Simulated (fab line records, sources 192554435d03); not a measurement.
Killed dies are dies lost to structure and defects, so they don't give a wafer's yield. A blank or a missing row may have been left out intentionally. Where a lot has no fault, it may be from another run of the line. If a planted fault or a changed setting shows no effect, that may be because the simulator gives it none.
The tool behind it: which one? | flow n5Finfet | 10 lots, 28 wafers sampled, at 7 steps of a route of 1938

WHAT EACH GAUGE READ, for each wafer
N5_BEOL_M3_INSPECT_59: inspects for defects (darkfield). Usual: 70 for rawDefectCount, sd 23.
lot  | measured     | on               | rawDefectCount | flag
L881 | day 7 22:22  | defectInspect-01 | 37 57          | 
L882 | day 8 00:36  | defectInspect-01 | 49 58 47       | 
L884 | day 8 14:30  | defectInspect-01 | 66 85          | 
L883 | day 8 14:38  | defectInspect-01 | 38 91 49       | 
L885 | day 8 18:31  | defectInspect-02 | 98 71 58       | 
L888 | day 9 22:53  | defectInspect-02 | 52 66 58       | 
L889 | day 10 05:34 | defectInspect-01 | 35 51 24       | 
L893 | day 11 01:13 | defectInspect-02 | 856 909 915    | OFF
L894 | day 11 08:44 | defectInspect-01 | 972 933 1028   | OFF
L897 | day 12 01:22 | defectInspect-02 | 49 90 74       | 

N5_BEOL_M4_INSPECT_13: inspects for defects (brightfield). Usual: 420 for rawDefectCount, sd 110.
lot  | measured     | on               | rawDefectCount | flag
L881 | day 8 01:35  | defectInspect-02 | 412 590        | 
L882 | day 8 02:07  | defectInspect-01 | 314 290 361    | 
L884 | day 8 15:11  | defectInspect-02 | 342 540        | 
L883 | day 8 15:49  | defectInspect-01 | 251 343 331    | 
L885 | day 8 23:15  | defectInspect-02 | 376 384 317    | 
L888 | day 10 00:04 | defectInspect-01 | 314 355 329    | 
L889 | day 10 07:26 | defectInspect-02 | 373 368 542    | 
L893 | day 11 02:29 | defectInspect-01 | 1227 1342 1313 | OFF
L894 | day 11 10:13 | defectInspect-01 | 1390 1392 1433 | OFF
L897 | day 12 03:37 | defectInspect-02 | 343 489 455    | 

N5_BEOL_M4_RC_MEAS_101. Usual: DIBL_N 36.9 mV/V, standard deviation 2.1; DIBL_P 37.1 mV/V, standard deviation 2.5; IOFF_N 0.17 nA/um, standard deviation 0.039; IOFF_P 0.23 nA/um, standard deviation 0.043; ION_N 673 uA/um, standard deviation 15; ION_P 462 uA/um, standard deviation 9.1; SS_N 71.8 mV/dec, standard deviation 0.69; SS_P 73.6 mV/dec, standard deviation 0.74; VT_N 250 mV, standard deviation 3.6; VT_P -249.7 mV, standard deviation 2.9.
lot  | measured     | on        | DIBL_N (mV/V)  | DIBL_P (mV/V)  | IOFF_N (nA/um) | IOFF_P (nA/um) | ION_N (uA/um) | ION_P (uA/um) | SS_N (mV/dec)  | SS_P (mV/dec)  | VT_N (mV)   | VT_P (mV)            | flag
L881 | day 8 13:13  | prober-02 | 40.9 39.4      | 43.9 41.2      | 0.29 0.23      | 0.35 0.29      | 703 682       | 476 461       | 72.5 72.1      | 75.0 74.2      | 241 245     | -245.6 -245.4        | 
L882 | day 8 12:47  | prober-01 | 33.5 35.6 35.8 | 33.0 35.0 35.6 | 0.12 0.15 0.14 | 0.17 0.19 0.19 | 677 665 667   | 465 453 452   | 70.8 71.1 70.7 | 72.1 72.9 73.2 | 254 249 251 | -252.8 -252.3 -250.6 | 
L884 | day 9 03:45  | prober-01 | 38.2 40.7      | 38.3 40.6      | 0.17 0.23      | 0.27 0.31      | 664 681       | 468 468       | 71.4 72.2      | 73.9 74.6      | 247 247     | -245.9 -244.4        | 
L883 | day 9 05:56  | prober-02 | 35.4 34.6 37.6 | 35.1 34.5 37.6 | 0.14 0.14 0.18 | 0.20 0.19 0.22 | 662 659 683   | 456 451 469   | 71.9 72.0 72.3 | 74.4 73.8 74.3 | 255 254 251 | -251.6 -250.6 -250.2 | 
L885 | day 9 06:20  | prober-01 | 35.2 38.6 39.4 | 34.9 38.4 39.8 | 0.13 0.20 0.21 | 0.19 0.26 0.27 | 657 673 680   | 453 462 467   | 71.6 71.9 71.9 | 72.6 73.9 73.5 | 254 250 245 | -252.9 -246.8 -245.6 | 
L888 | day 10 08:43 | prober-01 | 43.2 38.0 35.8 | 41.7 35.4 34.8 | 0.28 0.17 0.14 | 0.34 0.21 0.21 | 689 659 682   | 465 447 467   | 73.0 71.8 70.4 | 75.6 73.8 73.4 | 243 251 250 | -247.7 -252.2 -249.3 | 
L889 | day 10 14:08 | prober-02 | 35.7 33.3 36.0 | 36.2 32.3 36.7 | 0.15 0.12 0.16 | 0.23 0.17 0.24 | 671 657 659   | 473 459 458   | 71.8 70.3 71.3 | 74.2 73.5 74.0 | 254 255 250 | -250.8 -253.7 -248.8 | 
L893 | day 11 17:58 | prober-01 | 38.0 36.4 38.3 | 37.7 35.8 39.0 | 0.16 0.13 0.18 | 0.23 0.19 0.26 | 663 664 683   | 456 461 469   | 71.7 70.7 71.3 | 73.1 73.1 74.0 | 253 257 250 | -248.8 -252.7 -245.5 | 
L894 | day 11 19:59 | prober-02 | 39.5 39.0 37.3 | 38.7 40.2 38.4 | 0.20 0.19 0.16 | 0.21 0.24 0.21 | 673 670 678   | 460 459 463   | 72.6 71.9 71.5 | 74.1 74.9 73.8 | 250 248 250 | -253.2 -250.4 -253.3 | 
L897 | day 12 15:34 | prober-01 | 34.4 37.2 38.1 | 34.4 37.1 38.7 | 0.12 0.17 0.19 | 0.16 0.19 0.22 | 665 671 687   | 450 457 462   | 71.6 71.5 71.6 | 73.0 73.6 73.9 | 254 249 246 | -251.9 -252.1 -250.4 | 

EACH LOT AND THE TOOL THAT RAN IT (in order: tool; ch and the chambers of the sampled wafers; start)
lot  | N5_BEOL_M3_ANNEAL_89        | N5_BEOL_M3_ANNEAL_91        | N5_BEOL_M3_CMP_52             | N5_BEOL_M3_CO_CAP_55
L881 | pvdSputter-03, day 7 20:29  | pvdSputter-03, day 7 20:42  | cmp-03 ch 0,3, day 7 21:51    | cvdCo-02 ch 0,1, day 7 22:09
L882 | pvdSputter-03, day 7 22:43  | pvdSputter-03, day 7 22:56  | cmp-02 ch 0,1,3, day 8 00:01  | cvdCo-02 ch 0,1, day 8 00:23
L884 | pvdSputter-02, day 8 12:29  | pvdSputter-02, day 8 12:42  | cmp-04 ch 0,2, day 8 13:51    | cvdCo-01 ch 2, day 8 14:17
L883 | pvdSputter-01, day 8 12:35  | pvdSputter-01, day 8 12:48  | cmp-02 ch 1,2, day 8 13:52    | cvdCo-01 ch 0,1,2, day 8 14:26
L885 | pvdSputter-01, day 8 16:32  | pvdSputter-01, day 8 16:46  | cmp-03 ch 0,3, day 8 17:56    | cvdCo-01 ch 1,2, day 8 18:18
L888 | pvdSputter-03, day 9 20:58  | pvdSputter-03, day 9 21:11  | cmp-02 ch 0,2,3, day 9 22:19  | cvdCo-02 ch 0,1,2, day 9 22:41
L889 | pvdSputter-01, day 10 03:25 | pvdSputter-01, day 10 03:38 | cmp-04 ch 0,1,3, day 10 05:01 | cvdCo-02 ch 0,1, day 10 05:22
L893 | pvdSputter-02, day 10 23:20 | pvdSputter-02, day 10 23:34 | cmp-04 ch 0,1,3, day 11 00:44 | cvdCo-02 ch 0,1,2, day 11 01:02
L894 | pvdSputter-01, day 11 06:50 | pvdSputter-01, day 11 07:03 | cmp-03 ch 0,1,2, day 11 08:14 | cvdCo-02 ch 0,1,2, day 11 08:30
L897 | pvdSputter-03, day 11 23:30 | pvdSputter-03, day 11 23:43 | cmp-03 ch 0,1,2, day 12 00:50 | cvdCo-01 ch 0,1, day 12 01:10
- N5_BEOL_M3_ANNEAL_89: time 240 s.
- N5_BEOL_M3_ANNEAL_91: time 240 s.
- N5_BEOL_M3_CMP_52: polishes, stops on SiOC, t overpolish 6.8 s, target thk 40 nm.
- N5_BEOL_M3_CO_CAP_55: material Co, precursor CCTBA/H2, target thk 2 nm, time 102.1 s.

WHAT THE TOOLS THEMSELVES READ (means of the sampled wafers that have a number; where no wafer has one, the mark that the record gives instead)
N5_BEOL_M3_ANNEAL_89. Usual: 816 W for heaterPowerW, sd 76.
lot  | tool          | heaterPowerW (W) | flag
L881 | pvdSputter-03 | 864              | 
L882 | pvdSputter-03 | 865              | 
L884 | pvdSputter-02 | 802              | 
L883 | pvdSputter-01 | 728              | 
L885 | pvdSputter-01 | 860              | 
L888 | pvdSputter-03 | 861              | 
L889 | pvdSputter-01 | 871              | 
L893 | pvdSputter-02 | 846              | 
L894 | pvdSputter-01 | 796              | 
L897 | pvdSputter-03 | 841              | 

N5_BEOL_M3_ANNEAL_91. Usual: 815 W for heaterPowerW, sd 75.
lot  | tool          | heaterPowerW (W) | flag
L881 | pvdSputter-03 | 845              | 
L882 | pvdSputter-03 | 850              | 
L884 | pvdSputter-02 | 796              | 
L883 | pvdSputter-01 | 739              | 
L885 | pvdSputter-01 | 867              | 
L888 | pvdSputter-03 | 852              | 
L889 | pvdSputter-01 | 854              | 
L893 | pvdSputter-02 | 842              | 
L894 | pvdSputter-01 | 804              | 
L897 | pvdSputter-03 | 852              | 

N5_BEOL_M3_CMP_52. Usual: barrierFieldEndpointS 24.7 s, standard deviation 0.71; clearingPlatenDownForcePsi 1.4999 psi, standard deviation 0.0028; motorCurrentA 6.1 A, standard deviation 0.6; overpolishRunS 6.800 s, standard deviation 0.0087; timeToEndpointS 63 s, standard deviation 3.8.
lot  | tool   | barrierFieldEndpointS (s) | clearingPlatenDownForcePsi (psi) | motorCurrentA (A) | overpolishRunS (s) | timeToEndpointS (s) | flag
L881 | cmp-03 | 24.4                      | 1.5011                           | 6.3               | 6.800              | 62                  | 
L882 | cmp-02 | 24.8                      | 1.4994                           | 6.4               | 6.802              | 63                  | 
L884 | cmp-04 | 25.4                      | 1.4998                           | 5.5               | 6.802              | 67                  | 
L883 | cmp-02 | 24.6                      | 1.5013                           | 6.2               | 6.802              | 63                  | 
L885 | cmp-03 | 25.2                      | 1.5014                           | 6.1               | 6.798              | 62                  | 
L888 | cmp-02 | 24.7                      | 1.4986                           | 5.9               | 6.792              | 64                  | 
L889 | cmp-04 | 24.6                      | 1.4966                           | 6.5               | 6.804              | 63                  | 
L893 | cmp-04 | 24.9                      | 1.5003                           | 6.4               | 6.801              | 63                  | 
L894 | cmp-03 | 24.4                      | 1.4993                           | 6.3               | 6.792              | 60                  | 
L897 | cmp-03 | 23.9                      | 1.4996                           | 6.4               | 6.802              | 58                  | 

N5_BEOL_M3_CO_CAP_55. Usual: heaterPowerOuterW 123 W, standard deviation 8.7; heaterPowerW 234 W, standard deviation 9.5.
lot  | tool     | heaterPowerOuterW (W) | heaterPowerW (W) | flag
L881 | cvdCo-02 | 122                   | 230              | 
L882 | cvdCo-02 | 126                   | 235              | 
L884 | cvdCo-01 | 121                   | 246              | 
L883 | cvdCo-01 | 128                   | 240              | 
L885 | cvdCo-01 | 125                   | 240              | 
L888 | cvdCo-02 | 119                   | 226              | 
L889 | cvdCo-02 | 125                   | 234              | 
L893 | cvdCo-02 | 120                   | 227              | 
L894 | cvdCo-02 | 119                   | 228              | 
L897 | cvdCo-01 | 135                   | 240              | 

THE ANSWER, worked out from the rows above alone
Rule: take the mean of a lot's wafers that have a number; if it is more than 3 standard deviations from the usual mean, the lot is off. Also off: a lot with no number at a reading for which 4 or more lots have one. The other lots that the step has rows for count as sound. The gauges are gone through in route order, then the tools' own readings, and for those a lot's mean is taken as printed above. The first step at which some lot is off is used, and at that step the reading that is off furthest; a lot without a number counts as furthest.
Off: L893, L894, at N5_BEOL_M3_INSPECT_59 (rawDefectCount).
A tool fits if, at a process step before that reading, it ran every lot that is off, and no sound lot after the first of them. Those tools and the gauges at N5_BEOL_M3_INSPECT_59 are tried in the same way. One candidate fits, namely cvdCo-02 at N5_BEOL_M3_CO_CAP_55. A fault onset in the window from L889 (day 10 05:22, its last sound lot) to L893 (day 11 01:02, its first lot off) fits.

WHAT THE SIMULATOR HAD PUT IN
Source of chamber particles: cvdCo-02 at N5_BEOL_M3_CO_CAP_55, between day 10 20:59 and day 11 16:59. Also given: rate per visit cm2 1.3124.
Lots struck among those shown: L893, L894. The rule above found the same.
